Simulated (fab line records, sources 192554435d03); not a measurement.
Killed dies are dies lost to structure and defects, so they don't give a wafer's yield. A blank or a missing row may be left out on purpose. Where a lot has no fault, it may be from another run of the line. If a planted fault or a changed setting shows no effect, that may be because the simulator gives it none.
The tool behind it: which one? | flow n5_finfet | Sampling: 22 lots, 66 wafers, 6 of 1938 route steps

WHAT EACH GAUGE READ, for each wafer
Not one reading of a measure or inspect step in the record can be checked against a usual standard deviation.

WHICH TOOL RAN EACH LOT (tool, then ch and the chambers of the sampled wafers, then the start)
lot  | N5_FIN_CUT_CUT_ETCH_26            | N5_STI_FIN_REVEAL_ALD_14         | N5_STI_FIN_REVEAL_CMP_04     | N5_DUMMY_GATE_ETCH_36             | N5_DUMMY_GATE_STRIP_41            | N5_SPACER0_ALD_00
L074 | rie_diel-06 ch 0,2,3, day 2 02:22 | ald_sin-02 ch 0,1,3, day 2 02:56 | cmp-02 ch 0,1,3, day 2 08:00 | rie_diel-06 ch 0,1,3, day 2 20:31 | rie_diel-02 ch 0,1,2, day 2 21:02 | ald_sin-03 ch 1,2,3, day 2 21:58
L075 | rie_diel-05 ch 1,2, day 2 08:29   | ald_sin-02 ch 0,1, day 2 09:02   | cmp-01 ch 2,3, day 2 14:05   | rie_diel-05 ch 1,2,3, day 3 02:43 | rie_diel-06 ch 0,3, day 3 03:08   | ald_sin-03 ch 0,3, day 3 04:08
L076 | rie_diel-05 ch 0,1,3, day 2 14:45 | ald_sin-01 ch 0,1,2, day 2 15:19 | cmp-03 ch 1,2,3, day 2 20:57 | rie_diel-05 ch 1,2,3, day 3 10:20 | rie_diel-05 ch 1,3, day 3 10:53   | ald_sin-02 ch 0,1,2, day 3 11:51
L078 | rie_diel-06 ch 1,2,3, day 3 03:58 | ald_sin-04 ch 0,3, day 3 05:06   | cmp-01 ch 0,1,3, day 3 10:13 | rie_diel-06 ch 0,2,3, day 3 23:11 | rie_diel-05 ch 0,1,3, day 3 23:39 | ald_sin-02 ch 1,2, day 4 00:54
L079 | rie_diel-06 ch 0,2,3, day 3 09:22 | ald_sin-04 ch 0,2,3, day 3 09:55 | cmp-01 ch 0,1,3, day 3 14:58 | rie_diel-06 ch 0,1,2, day 4 03:37 | rie_diel-05 ch 0,2,3, day 4 03:58 | ald_sin-02 ch 0,1,2, day 4 04:51
L080 | rie_diel-05 ch 1,2, day 3 16:36   | ald_sin-01 ch 0,2,3, day 3 17:11 | cmp-01 ch 1,2, day 3 22:14   | rie_diel-05 ch 0,2,3, day 4 10:38 | rie_diel-06 ch 0,1, day 4 11:08   | ald_sin-04 ch 0,2, day 4 12:14
L081 | rie_diel-05 ch 1,2, day 3 21:43   | ald_sin-01 ch 0,2,3, day 3 22:22 | cmp-02 ch 0,1,3, day 4 03:29 | rie_diel-06 ch 0,3, day 4 15:58   | rie_diel-02 ch 1,2,3, day 4 16:23 | ald_sin-02 ch 0,2,3, day 4 17:56
L082 | rie_diel-02 ch 0,1,2, day 4 02:41 | ald_sin-04 ch 0,3, day 4 03:14   | cmp-03 ch 1,2,3, day 4 08:17 | rie_diel-06 ch 1,2, day 4 21:13   | rie_diel-02 ch 0,1,2, day 4 21:35 | ald_sin-03 ch 0,1,2, day 4 22:28
L083 | rie_diel-06 ch 0,1, day 4 10:34   | ald_sin-04 ch 1,2, day 4 11:52   | cmp-01 ch 0,1, day 4 16:55   | rie_diel-02 ch 1,2,3, day 5 05:54 | rie_diel-06 ch 0,1, day 5 06:23   | ald_sin-02 ch 0,3, day 5 07:16
L084 | rie_diel-02 ch 0,1, day 4 15:49   | ald_sin-04 ch 1,2, day 4 16:23   | cmp-01 ch 0,1, day 4 21:25   | rie_diel-05 ch 1,2, day 5 10:35   | rie_diel-02 ch 0,2, day 5 11:01   | ald_sin-04 ch 0,3, day 5 12:01
L085 | rie_diel-02 ch 0,2, day 4 23:29   | ald_sin-02 ch 0,3, day 5 01:53   | cmp-01 ch 1,2, day 5 06:55   | rie_diel-02 ch 0,1,3, day 5 19:56 | rie_diel-02 ch 0,2,3, day 5 20:18 | ald_sin-03 ch 0,1, day 5 21:10
L086 | rie_diel-02 ch 0,2,3, day 5 05:22 | ald_sin-04 ch 0,1, day 5 06:00   | cmp-02 ch 1,2,3, day 5 11:04 | rie_diel-02 ch 0,2, day 5 23:34   | rie_diel-02 ch 0,1, day 5 23:56   | ald_sin-04 ch 0,1,3, day 6 00:49
L087 | rie_diel-06 ch 1,2, day 5 09:10   | ald_sin-04 ch 2,3, day 5 11:18   | cmp-01 ch 0,3, day 5 16:20   | rie_diel-02 ch 0,1,2, day 6 04:39 | rie_diel-02 ch 1,3, day 6 05:01   | ald_sin-02 ch 0,3, day 6 05:59
L088 | rie_diel-02 ch 1,2,3, day 5 16:45 | ald_sin-04 ch 0,1, day 5 18:01   | cmp-01 ch 1,2,3, day 5 23:08 | rie_diel-02 ch 0,1,2, day 6 11:26 | rie_diel-02 ch 0,2, day 6 11:59   | ald_sin-04 ch 1,2,3, day 6 12:56
L089 | rie_diel-06 ch 0,2,3, day 5 21:50 | ald_sin-02 ch 0,1,3, day 5 22:41 | cmp-03 ch 0,1,2, day 6 03:44 | rie_diel-02 ch 1,2,3, day 6 17:52 | rie_diel-02 ch 0,2,3, day 6 18:14 | ald_sin-02 ch 0,1,2, day 6 19:07
L090 | rie_diel-05 ch 0,1,2, day 6 03:53 | ald_sin-02 ch 0,1,3, day 6 04:29 | cmp-02 ch 0,1,2, day 6 09:31 | rie_diel-06 ch 0,2,3, day 7 02:15 | rie_diel-06 ch 1,2,3, day 7 02:37 | ald_sin-03 ch 0,1,3, day 7 03:30
L091 | rie_diel-02 ch 2,3, day 6 10:19   | ald_sin-04 ch 0,1,2, day 6 11:25 | cmp-01 ch 0,2, day 6 16:28   | rie_diel-05 ch 0,2,3, day 7 09:09 | rie_diel-05 ch 2,3, day 7 09:55   | ald_sin-02 ch 1,2,3, day 7 11:12
L092 | rie_diel-06 ch 0,1,2, day 6 14:33 | ald_sin-01 ch 1,2,3, day 6 15:07 | cmp-03 ch 0,2,3, day 6 20:12 | rie_diel-02 ch 0,1,3, day 7 10:04 | rie_diel-02 ch 0,1,2, day 7 10:26 | ald_sin-03 ch 0,1,2, day 7 11:47
L093 | rie_diel-05 ch 0,2,3, day 6 20:19 | ald_sin-01 ch 0,1,3, day 6 21:32 | cmp-03 ch 1,3, day 7 02:34   | rie_diel-05 ch 1,3, day 7 20:23   | rie_diel-02 ch 1,2, day 7 20:45   | ald_sin-04 ch 0,1,3, day 7 21:38
L094 | rie_diel-05 ch 1,2, day 7 02:38   | ald_sin-04 ch 1,3, day 7 03:12   | cmp-01 ch 2,3, day 7 08:14   | rie_diel-05 ch 1,2,3, day 7 23:12 | rie_diel-06 ch 0,1,2, day 7 23:34 | ald_sin-03 ch 0,1,3, day 8 00:28
L096 | rie_diel-02 ch 1,2, day 7 15:33   | ald_sin-01 ch 2,3, day 7 16:07   | cmp-02 ch 1,2,3, day 7 21:14 | rie_diel-06 ch 0,2, day 8 09:38   | rie_diel-02 ch 0,1,2, day 8 09:59 | ald_sin-03 ch 2,3, day 8 11:53
L097 | rie_diel-02 ch 1,2, day 7 22:10   | ald_sin-04 ch 0,3, day 7 22:43   | cmp-02 ch 0,2,3, day 8 03:51 | rie_diel-05 ch 0,1, day 8 18:19   | rie_diel-05 ch 2,3, day 8 18:50   | ald_sin-03 ch 0,1,3, day 8 20:56
- N5_FIN_CUT_CUT_ETCH_26: etches SiNx in CH3F/O2, target depth 39 nm, time 55.7 s.
- N5_STI_FIN_REVEAL_ALD_14: deposits Si3N4, target thk 3 nm.
- N5_STI_FIN_REVEAL_CMP_04: polishes, stops on Si3N4, t overpolish 4 s, target thk 131.83 nm.
- N5_DUMMY_GATE_ETCH_36: etches SiARC in CF4, target depth 13 nm.
- N5_DUMMY_GATE_STRIP_41: strips in O2.
- N5_SPACER0_ALD_00: deposits SiOCN, target thk 3.5 nm, pulse time 3 s, purge time 2 s.

WHAT THE TOOLS THEMSELVES READ (means of the sampled wafers that have a number; where no wafer has one, the mark that the record gives instead)
N5_FIN_CUT_CUT_ETCH_26. Usual: drypump_motor_current_A 5.7 A, standard deviation 0.35; oes_product_au 0.77 a.u., standard deviation 0.065; rf_vpp_V 296.9 V, standard deviation 2.5; showerhead_plenum_p_Torr 2.00 Torr, standard deviation 0.08; throttle_valve_pct 16.43 %, standard deviation 0.18.
lot  | tool        | drypump_motor_current_A (A) | oes_product_au (a.u.) | rf_vpp_V (V) | showerhead_plenum_p_Torr (Torr) | throttle_valve_pct (%) | flag
L074 | rie_diel-06 | 5.6                         | 0.78                  | 295.0        | 1.98                            | 16.42                  |
L075 | rie_diel-05 | 5.7                         | 0.73                  | 295.7        | 2.04                            | 16.30                  |
L076 | rie_diel-05 | 5.7                         | 0.72                  | 295.7        | 1.99                            | 16.51                  |
L078 | rie_diel-06 | 5.7                         | 0.76                  | 296.7        | 1.89                            | 16.54                  |
L079 | rie_diel-06 | 5.6                         | 0.77                  | 295.6        | 1.98                            | 16.43                  |
L080 | rie_diel-05 | 5.7                         | 0.72                  | 295.5        | 2.04                            | 16.32                  |
L081 | rie_diel-05 | 5.5                         | 0.71                  | 293.0        | 2.00                            | 16.50                  |
L082 | rie_diel-02 | 5.8                         | 0.79                  | 297.2        | 2.04                            | 16.38                  |
L083 | rie_diel-06 | 5.9                         | 0.81                  | 299.1        | 1.94                            | 16.57                  |
L084 | rie_diel-02 | 6.0                         | 0.79                  | 297.5        | 2.09                            | 16.52                  |
L085 | rie_diel-02 | 5.5                         | 0.78                  | 296.7        | 1.98                            | 16.27                  |
L086 | rie_diel-02 | 5.5                         | 0.76                  | 298.2        | 2.00                            | 16.34                  |
L087 | rie_diel-06 | 5.9                         | 0.77                  | 296.2        | 1.88                            | 16.69                  |
L088 | rie_diel-02 | 5.8                         | 0.79                  | 299.1        | 2.02                            | 16.42                  |
L089 | rie_diel-06 | 5.6                         | 0.74                  | 295.7        | 1.97                            | 16.46                  |
L090 | rie_diel-05 | 5.8                         | 0.80                  | 295.5        | 2.01                            | 16.27                  |
L091 | rie_diel-02 | 5.5                         | 0.79                  | 297.2        | 1.96                            | 16.29                  |
L092 | rie_diel-06 | 5.8                         | 0.78                  | 295.6        | 1.96                            | 16.59                  |
L093 | rie_diel-05 | 5.9                         | 0.81                  | 296.8        | 2.02                            | 16.24                  |
L094 | rie_diel-05 | 5.7                         | 0.78                  | 294.8        | 2.03                            | 16.21                  |
L096 | rie_diel-02 | 5.8                         | 0.79                  | 297.0        | 1.99                            | 16.38                  |
L097 | rie_diel-02 | 6.0                         | 0.79                  | 297.1        | 2.04                            | 16.53                  |

N5_STI_FIN_REVEAL_ALD_14. Usual: heater_power_outer_w 523 W, standard deviation 80; heater_power_w 870 W, standard deviation 110.
lot  | tool       | heater_power_outer_w (W) | heater_power_w (W) | flag
L074 | ald_sin-02 | 538                      | 848                |
L075 | ald_sin-02 | 472                      | 766                |
L076 | ald_sin-01 | 587                      | 944                |
L078 | ald_sin-04 | 505                      | 879                |
L079 | ald_sin-04 | 544                      | 927                |
L080 | ald_sin-01 | 575                      | 917                |
L081 | ald_sin-01 | 587                      | 934                |
L082 | ald_sin-04 | 499                      | 882                |
L083 | ald_sin-04 | 467                      | 811                |
L084 | ald_sin-04 | 533                      | 889                |
L085 | ald_sin-02 | 575                      | 891                |
L086 | ald_sin-04 | 432                      | 756                |
L087 | ald_sin-04 | 577                      | 978                |
L088 | ald_sin-04 | 446                      | 777                |
L089 | ald_sin-02 | 541                      | 847                |
L090 | ald_sin-02 | 539                      | 849                |
L091 | ald_sin-04 | 494                      | 839                |
L092 | ald_sin-01 | 600                      | 993                |
L093 | ald_sin-01 | 526                      | 878                |
L094 | ald_sin-04 | 462                      | 812                |
L096 | ald_sin-01 | 578                      | 963                |
L097 | ald_sin-04 | 548                      | 924                |

N5_STI_FIN_REVEAL_CMP_04. Usual: edge_zone_pressure_frac 1.000, standard deviation 0.0047; motor_current_A 8.0 A, standard deviation 0.9; overpolish_run_s 4.000 s, standard deviation 0.0094; pad_life_wafers 1036, standard deviation 530; time_to_endpoint_s 103 s, standard deviation 4.7.
lot  | tool   | edge_zone_pressure_frac | motor_current_A (A) | overpolish_run_s (s) | pad_life_wafers | time_to_endpoint_s (s) | flag
L074 | cmp-02 | 1.004                   | 7.6                 | 4.003                | 482             | 100                    |
L075 | cmp-01 | 0.995                   | 7.7                 | 3.996                | 270             | 100                    |
L076 | cmp-03 | 1.002                   | 9.0                 | 4.001                | 1328            | 104                    |
L078 | cmp-01 | 1.002                   | 8.1                 | 3.991                | 428             | 98                     |
L079 | cmp-01 | 0.999                   | 8.2                 | 4.005                | 469             | 98                     |
L080 | cmp-01 | 1.002                   | 7.9                 | 4.000                | 534             | 97                     |
L081 | cmp-02 | 0.997                   | 7.7                 | 3.997                | 836             | 105                    |
L082 | cmp-03 | 0.999                   | 9.1                 | 3.996                | 1568            | 107                    |
L083 | cmp-01 | 0.999                   | 7.8                 | 3.995                | 678             | 100                    |
L084 | cmp-01 | 1.001                   | 7.7                 | 3.995                | 714             | 100                    |
L085 | cmp-01 | 0.995                   | 7.9                 | 4.006                | 792             | 102                    |
L086 | cmp-02 | 0.997                   | 7.5                 | 4.004                | 1088            | 109                    |
L087 | cmp-01 | 1.002                   | 8.1                 | 4.004                | 872             | 103                    |
L088 | cmp-01 | 1.001                   | 8.1                 | 4.003                | 926             | 107                    |
L089 | cmp-03 | 0.998                   | 7.9                 | 4.001                | 1849            | 105                    |
L090 | cmp-02 | 0.994                   | 7.4                 | 3.992                | 1243            | 106                    |
L091 | cmp-01 | 0.998                   | 7.6                 | 4.004                | 1045            | 106                    |
L092 | cmp-03 | 0.999                   | 9.0                 | 3.996                | 1958            | 105                    |
L093 | cmp-03 | 1.001                   | 8.6                 | 3.995                | 2017            | 109                    |
L094 | cmp-01 | 0.999                   | 8.1                 | 3.997                | 1164            | 111                    |
L096 | cmp-02 | 1.004                   | 7.9                 | 3.997                | 1550            | 104                    |
L097 | cmp-02 | 1.004                   | 7.2                 | 3.999                | 1604            | 109                    |

N5_DUMMY_GATE_ETCH_36. Usual: drypump_motor_current_A 5.7 A, standard deviation 0.34; oes_product_au 0.77 a.u., standard deviation 0.07; rf_vpp_V 183.9 V, standard deviation 1.2; showerhead_plenum_p_Torr 2.14 Torr, standard deviation 0.082; throttle_valve_pct 15.69 %, standard deviation 0.2.
lot  | tool        | drypump_motor_current_A (A) | oes_product_au (a.u.) | rf_vpp_V (V) | showerhead_plenum_p_Torr (Torr) | throttle_valve_pct (%) | flag
L074 | rie_diel-06 | 5.6                         | 0.79                  | 182.6        | 2.10                            | 15.71                  |
L075 | rie_diel-05 | 5.6                         | 0.71                  | 183.6        | 2.15                            | 15.72                  |
L076 | rie_diel-05 | 5.6                         | 0.71                  | 183.8        | 2.15                            | 15.72                  |
L078 | rie_diel-06 | 5.6                         | 0.76                  | 183.0        | 2.12                            | 15.71                  |
L079 | rie_diel-06 | 5.9                         | 0.80                  | 183.6        | 2.10                            | 15.82                  |
L080 | rie_diel-05 | 5.9                         | 0.72                  | 183.5        | 2.16                            | 15.61                  |
L081 | rie_diel-06 | 5.4                         | 0.74                  | 182.9        | 2.11                            | 15.64                  |
L082 | rie_diel-06 | 5.9                         | 0.78                  | 182.5        | 2.02                            | 15.96                  |
L083 | rie_diel-02 | 5.8                         | 0.80                  | 184.5        | 2.16                            | 15.68                  |
L084 | rie_diel-05 | 5.5                         | 0.88                  | 184.1        | 2.14                            | 15.47                  |
L085 | rie_diel-02 | 5.7                         | 0.76                  | 184.9        | 2.20                            | 15.75                  |
L086 | rie_diel-02 | 5.4                         | 0.74                  | 184.8        | 2.16                            | 15.58                  |
L087 | rie_diel-02 | 5.7                         | 0.77                  | 184.8        | 2.17                            | 15.68                  |
L088 | rie_diel-02 | 5.7                         | 0.77                  | 184.4        | 2.17                            | 15.66                  |
L089 | rie_diel-02 | 5.8                         | 0.79                  | 183.8        | 2.15                            | 15.70                  |
L090 | rie_diel-06 | 5.6                         | 0.75                  | 183.8        | 2.11                            | 15.75                  |
L091 | rie_diel-05 | 5.9                         | 0.81                  | 184.4        | 2.16                            | 15.48                  |
L092 | rie_diel-02 | 5.7                         | 0.75                  | 185.7        | 2.20                            | 15.77                  |
L093 | rie_diel-05 | 5.5                         | 0.93                  | 183.9        | 2.11                            | 15.42                  |
L094 | rie_diel-05 | 5.6                         | 0.85                  | 184.0        | 2.14                            | 15.46                  |
L096 | rie_diel-06 | 5.8                         | 0.78                  | 184.2        | 2.18                            | 15.75                  |
L097 | rie_diel-05 | 5.8                         | 0.79                  | 184.4        | 2.13                            | 15.60                  |

N5_DUMMY_GATE_STRIP_41. Usual: drypump_motor_current_A 5.7 A, standard deviation 0.33; oes_product_au 0.77 a.u., standard deviation 0.057; rf_vpp_V 3.7 V, standard deviation 0.5; showerhead_plenum_p_Torr 2.09 Torr, standard deviation 0.083; temp_c 40.01 C, standard deviation 0.11; throttle_valve_pct 16.74 %, standard deviation 0.2.
lot  | tool        | drypump_motor_current_A (A) | oes_product_au (a.u.) | rf_vpp_V (V) | showerhead_plenum_p_Torr (Torr) | temp_c (C) | throttle_valve_pct (%) | flag
L074 | rie_diel-02 | 5.7                         | 0.80                  | 3.5          | 2.14                            | 39.97      | 16.69                  |
L075 | rie_diel-06 | 5.4                         | 0.75                  | 3.3          | 2.06                            | 40.12      | 16.59                  |
L076 | rie_diel-05 | 5.5                         | 0.68                  | 3.4          | 2.06                            | 39.96      | 16.84                  |
L078 | rie_diel-05 | 5.7                         | 0.71                  | 2.8          | 2.07                            | 40.09      | 16.78                  |
L079 | rie_diel-05 | 5.9                         | 0.72                  | 3.1          | 2.11                            | 40.00      | 16.62                  |
L080 | rie_diel-06 | 5.8                         | 0.81                  | 3.7          | 2.04                            | 39.99      | 16.93                  |
L081 | rie_diel-02 | 5.8                         | 0.80                  | 3.4          | 2.12                            | 40.07      | 16.73                  |
L082 | rie_diel-02 | 5.7                         | 0.78                  | 4.2          | 2.14                            | 40.04      | 16.72                  |
L083 | rie_diel-06 | 5.8                         | 0.81                  | 3.3          | 2.12                            | 40.07      | 16.79                  |
L084 | rie_diel-02 | 5.4                         | 0.78                  | 3.0          | 2.07                            | 39.89      | 16.58                  |
L085 | rie_diel-02 | 5.5                         | 0.76                  | 3.2          | 2.10                            | 40.00      | 16.65                  |
L086 | rie_diel-02 | 6.0                         | 0.78                  | 3.4          | 2.20                            | 40.17      | 16.87                  |
L087 | rie_diel-02 | 5.8                         | 0.79                  | 3.8          | 2.14                            | 39.94      | 16.83                  |
L088 | rie_diel-02 | 5.4                         | 0.74                  | 3.7          | 2.11                            | 39.93      | 16.64                  |
L089 | rie_diel-02 | 5.5                         | 0.76                  | 4.1          | 2.09                            | 40.11      | 16.67                  |
L090 | rie_diel-06 | 5.7                         | 0.73                  | 4.3          | 1.98                            | 39.97      | 16.93                  |
L091 | rie_diel-05 | 5.7                         | 0.89                  | 3.4          | 2.09                            | 40.10      | 16.43                  |
L092 | rie_diel-02 | 5.7                         | 0.76                  | 4.1          | 2.13                            | 40.04      | 16.75                  |
L093 | rie_diel-02 | 5.8                         | 0.79                  | 4.2          | 2.09                            | 39.89      | 16.70                  |
L094 | rie_diel-06 | 5.9                         | 0.77                  | 3.4          | 2.05                            | 40.13      | 16.93                  |
L096 | rie_diel-02 | 5.7                         | 0.76                  | 3.3          | 2.13                            | 40.12      | 16.77                  |
L097 | rie_diel-05 | 5.7                         | 0.86                  | 3.4          | 2.09                            | 39.94      | 16.44                  |

N5_SPACER0_ALD_00. Usual: heater_power_outer_w 523 W, standard deviation 63; heater_power_w 845 W, standard deviation 86; precursor_pulse_height_rel 1.001, standard deviation 0.019.
lot  | tool       | heater_power_outer_w (W) | heater_power_w (W) | precursor_pulse_height_rel | flag
L074 | ald_sin-03 | 522                      | 827                | 1.008                      |
L075 | ald_sin-03 | 561                      | 877                | 1.001                      |
L076 | ald_sin-02 | 478                      | 773                | 0.993                      |
L078 | ald_sin-02 | 445                      | 743                | 1.015                      |
L079 | ald_sin-02 | 477                      | 774                | 1.008                      |
L080 | ald_sin-04 | 508                      | 877                | 0.999                      |
L081 | ald_sin-02 | 542                      | 856                | 0.984                      |
L082 | ald_sin-03 | 532                      | 845                | 1.005                      |
L083 | ald_sin-02 | 604                      | 924                | 1.000                      |
L084 | ald_sin-04 | 510                      | 871                | 0.998                      |
L085 | ald_sin-03 | 551                      | 861                | 1.012                      |
L086 | ald_sin-04 | 476                      | 830                | 1.011                      |
L087 | ald_sin-02 | 602                      | 926                | 0.996                      |
L088 | ald_sin-04 | 525                      | 895                | 1.006                      |
L089 | ald_sin-02 | 474                      | 777                | 0.998                      |
L090 | ald_sin-03 | 528                      | 828                | 0.992                      |
L091 | ald_sin-02 | 511                      | 819                | 0.991                      |
L092 | ald_sin-03 | 543                      | 851                | 0.990                      |
L093 | ald_sin-04 | 487                      | 835                | 0.984                      |
L094 | ald_sin-03 | 531                      | 842                | 1.001                      |
L096 | ald_sin-03 | 540                      | 869                | 1.012                      |
L097 | ald_sin-03 | 534                      | 834                | 0.994                      |

THE ANSWER, worked out from the rows above alone
Rule: a lot is off if the mean of its wafers that have a number lies more than 3 standard deviations from the usual mean. Also off: a lot with no number at a reading for which 4 or more lots have one. Any other lot the step has rows for is counted as sound. First the gauges in route order, then the tools' own readings, where a lot's mean is used as printed above. At the first step where some lot is off, the reading lying furthest off is the one used; lots without a number count as furthest.
No lot is off at any reading shown: from this, nothing can be told.

WHAT THE SIMULATOR HAD PUT IN
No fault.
